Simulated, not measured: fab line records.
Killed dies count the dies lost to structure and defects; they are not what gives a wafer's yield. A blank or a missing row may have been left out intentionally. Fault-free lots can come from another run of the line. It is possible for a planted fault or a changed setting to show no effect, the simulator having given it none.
Check for tools in common + flow nand_harc + 36 wafers sampled across 12 lots

## WHAT PROMPTED THE OPENING
At NHARC_P_ZERO_WELL_CD_MEAS_37 the reading cd_nm is flagged on 1 of 12 lots. No-fault wafers: 719.4 nm, standard deviation 2.1.
Rule: a lot gets a flag if all its wafers with a number sit over 4 standard deviations from that mean, or if no wafer of it has a number. The other lots count as sound.

| lot  | measured     | on        | cd_nm (nm), wafer by wafer | flag    |
|------|--------------|-----------|----------------------------|---------|
| L377 | day 2 00:12  | cd_sem-01 | 719.7 720.4 721.1          |         |
| L379 | day 2 20:19  | cd_sem-01 | 718.3 719.1 716.7          |         |
| L383 | day 4 14:57  | cd_sem-03 | 720.3 719.0 718.7          |         |
| L384 | day 4 22:00  | cd_sem-01 | 721.2 719.8 716.9          |         |
| L386 | day 5 18:25  | cd_sem-03 | 721.3 720.3 720.9          |         |
| L388 | day 6 14:16  | cd_sem-01 | 689.6 689.4 691.4          | FLAGGED |
| L392 | day 8 06:14  | cd_sem-01 | 723.5 720.9 721.0          |         |
| L396 | day 9 22:07  | cd_sem-01 | 721.7 721.6 722.4          |         |
| L397 | day 10 08:20 | cd_sem-02 | 717.8 717.8 717.7          |         |
| L398 | day 10 18:50 | cd_sem-01 | 720.8 721.2 720.0          |         |
| L399 | day 11 04:07 | cd_sem-03 | 721.9 722.4 720.3          |         |
| L400 | day 11 14:10 | cd_sem-02 | 720.0 722.0 721.6          |         |
On average the flagged lots' numbers are 690.1 nm, which is -29.3 nm against the usual, or -14 standard deviations.

## TOOL THAT RAN EACH LOT
The record holds 2 process steps before the reading, out of a route of 1302 steps. Read each cell as the tool, then ch plus the chambers that the sampled wafers visited, then the start.
| lot  | flag    | NHARC_P_ZERO_WELL_ETCH_62                    | NHARC_P_ZERO_WELL_EXPOSE_34       |
|------|---------|----------------------------------------------|-----------------------------------|
| L377 |         | rie_diel-02 ch 2,3, day 2 00:03 or earlier   | krf_scanner-04 ch 0, day 2 00:03  |
| L379 |         | rie_diel-11 ch 1,3, day 2 20:09 or earlier   | krf_scanner-02 ch 0, day 2 20:09  |
| L383 |         | rie_diel-10 ch 0,2,3, day 4 14:47 or earlier | krf_scanner-03 ch 0, day 4 14:47  |
| L384 |         | rie_diel-02 ch 0,2,3, day 4 21:50 or earlier | krf_scanner-03 ch 0, day 4 21:50  |
| L386 |         | rie_diel-11 ch 1,3, day 5 18:16 or earlier   | krf_scanner-03 ch 0, day 5 18:16  |
| L388 | FLAGGED | rie_diel-10 ch 0,2, day 6 14:06 or earlier   | krf_scanner-02 ch 0, day 6 14:06  |
| L392 |         | rie_diel-11 ch 0,2,3, day 8 06:04 or earlier | krf_scanner-02 ch 0, day 8 06:04  |
| L396 |         | rie_diel-11 ch 0,2,3, day 9 21:58 or earlier | krf_scanner-03 ch 0, day 9 21:58  |
| L397 |         | rie_diel-10 ch 0,3, day 10 08:11 or earlier  | krf_scanner-04 ch 0, day 10 08:11 |
| L398 |         | rie_diel-11 ch 1,2, day 10 18:41 or earlier  | krf_scanner-02 ch 0, day 10 18:41 |
| L399 |         | rie_diel-11 ch 2,3, day 11 03:58 or earlier  | krf_scanner-04 ch 0, day 11 03:58 |
| L400 |         | rie_diel-11 ch 0,2, day 11 14:01 or earlier  | krf_scanner-02 ch 0, day 11 14:01 |
What is done by these steps:
- NHARC_P_ZERO_WELL_ETCH_62: etches the open film in CHF3/Ar, target depth 13 nm, time 6.5 s.
- NHARC_P_ZERO_WELL_EXPOSE_34: exposes mask P PWELL, target cd 720 nm.
- NHARC_P_ZERO_WELL_CD_MEAS_37: target cd 720 nm.

## FLAGGED AGAINST TOTAL, ONE TOOL AT A TIME (gauges that did the reading follow at the end)
| step                         | tool           | lots run | flagged | share of the flagged lots | sound lots run after its first flagged lot |
|------------------------------|----------------|----------|---------|---------------------------|--------------------------------------------|
| NHARC_P_ZERO_WELL_ETCH_62    | rie_diel-02    | 2        | 0       | none                      | -                                          |
| NHARC_P_ZERO_WELL_ETCH_62    | rie_diel-10    | 3        | 1       | all                       | 1 (L397)                                   |
| NHARC_P_ZERO_WELL_ETCH_62    | rie_diel-11    | 7        | 0       | none                      | -                                          |
| NHARC_P_ZERO_WELL_EXPOSE_34  | krf_scanner-02 | 5        | 1       | all                       | 3 (L392,L398,L400)                         |
| NHARC_P_ZERO_WELL_EXPOSE_34  | krf_scanner-03 | 4        | 0       | none                      | -                                          |
| NHARC_P_ZERO_WELL_EXPOSE_34  | krf_scanner-04 | 3        | 0       | none                      | -                                          |
| NHARC_P_ZERO_WELL_CD_MEAS_37 | cd_sem-01      | 7        | 1       | all                       | 3 (L392,L396,L398)                         |
| NHARC_P_ZERO_WELL_CD_MEAS_37 | cd_sem-02      | 2        | 0       | none                      | -                                          |
| NHARC_P_ZERO_WELL_CD_MEAS_37 | cd_sem-03      | 3        | 0       | none                      | -                                          |
NHARC_P_ZERO_WELL_ETCH_62: start missing for some lots; hours and lot order therefore follow NHARC_P_ZERO_WELL_EXPOSE_34.

## WHAT THE TABLE ALLOWS
In the table, 3 rows ran each flagged lot (rie_diel-10 at NHARC_P_ZERO_WELL_ETCH_62; krf_scanner-02 at NHARC_P_ZERO_WELL_EXPOSE_34; cd_sem-01 at NHARC_P_ZERO_WELL_CD_MEAS_37).
- rie_diel-10 at NHARC_P_ZERO_WELL_ETCH_62: 1 of its 3 lots flagged. Sound lots ran on it after the first flagged one (L397), which a lasting fault on the whole tool wouldn't allow.
- krf_scanner-02 at NHARC_P_ZERO_WELL_EXPOSE_34: 1 of its 5 lots flagged. Sound lots ran on it after the first flagged one (L392, L398, L400), which a lasting fault on the whole tool wouldn't allow.
- cd_sem-01 at NHARC_P_ZERO_WELL_CD_MEAS_37: 1 of its 7 lots flagged. Sound lots ran on it after the first flagged one (L392, L396, L398), which a lasting fault on the whole tool wouldn't allow.
There is no row in the table that ran each flagged lot and no sound lot after the first.

## WHAT THE SIMULATOR HAD PUT IN
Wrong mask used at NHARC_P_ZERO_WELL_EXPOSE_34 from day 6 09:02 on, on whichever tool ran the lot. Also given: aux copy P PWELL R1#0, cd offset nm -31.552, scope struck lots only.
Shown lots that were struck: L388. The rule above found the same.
